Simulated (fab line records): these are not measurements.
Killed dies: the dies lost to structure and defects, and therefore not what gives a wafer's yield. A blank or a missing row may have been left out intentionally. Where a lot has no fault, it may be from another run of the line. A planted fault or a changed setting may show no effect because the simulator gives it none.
Matching of chambers + flow nand-harc + NHARC_A_STAIRCASE_TRIM_220 on rie-diel-09 has 4 sister chambers
The step chemistry O2, time 211.2 s. 8 wafers are shown with their chamber, then 6 later ones without.

WAFERS WITH THEIR CHAMBER
| wafer  | chamber | showerhead-plenum-p-Torr (Torr) | drypump-motor-current-A (A) |
|--------|---------|---------------------------------|-----------------------------|
| L256.4 | 2       | 3.59                            | 6.2                         |
| L256.5 | 1       | 3.65                            | 5.9                         |
| L258.1 | 0       | 3.63                            | 5.8                         |
| L258.3 | 2       | 3.58                            | 6.2                         |
| L258.6 | 1       | 3.64                            | 5.9                         |
| L261.4 | 0       | 3.63                            | 5.8                         |
| L264.2 | 3       | 3.76                            | 6.5                         |
| L264.5 | 3       | 3.76                            | 6.4                         |

WAFERS MISSING THEIR CHAMBER
| wafer  | showerhead-plenum-p-Torr (Torr) | drypump-motor-current-A (A) |
|--------|---------------------------------|-----------------------------|
| L276.3 | 3.62                            | 5.9                         |
| L276.4 | 3.60                            | 5.8                         |
| L276.5 | 3.74                            | 6.4                         |
| L277.1 | 3.60                            | 5.7                         |
| L277.4 | 3.61                            | 5.9                         |
| L277.5 | 3.73                            | 6.4                         |

WHICH CHAMBER EACH ONE RAN IN
| wafer  | from the rows above     | in truth                   |
|--------|-------------------------|----------------------------|
| L276.3 | can't be placed: 0 or 1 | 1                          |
| L276.4 | 0                       | 0                          |
| L276.5 | 3                       | 3                          |
| L277.1 | 0                       | 0                          |
| L277.4 | 0                       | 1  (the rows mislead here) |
| L277.5 | 3                       | 3                          |
Placed correctly: 4 of 6. Not placeable from these rows: 1 (in 1, the candidates include the true chamber). Placed wrongly: 1.
How it was worked out, from the rows above alone: a wafer's distance from a chamber is the root of the sum, over the readings, of the square of ((its reading less the chamber's mean) divided by the reading's scatter). If the next closest chamber is less than 2 further off than the closest, the wafer can't be placed; otherwise it belongs to the closest. For every chamber, the mean is computed from those of its wafers that are shown. The scatter is the square root of a quotient: the sum, over the shown wafers, of each reading's squared deviation from its chamber's mean, divided by wafers minus chambers.
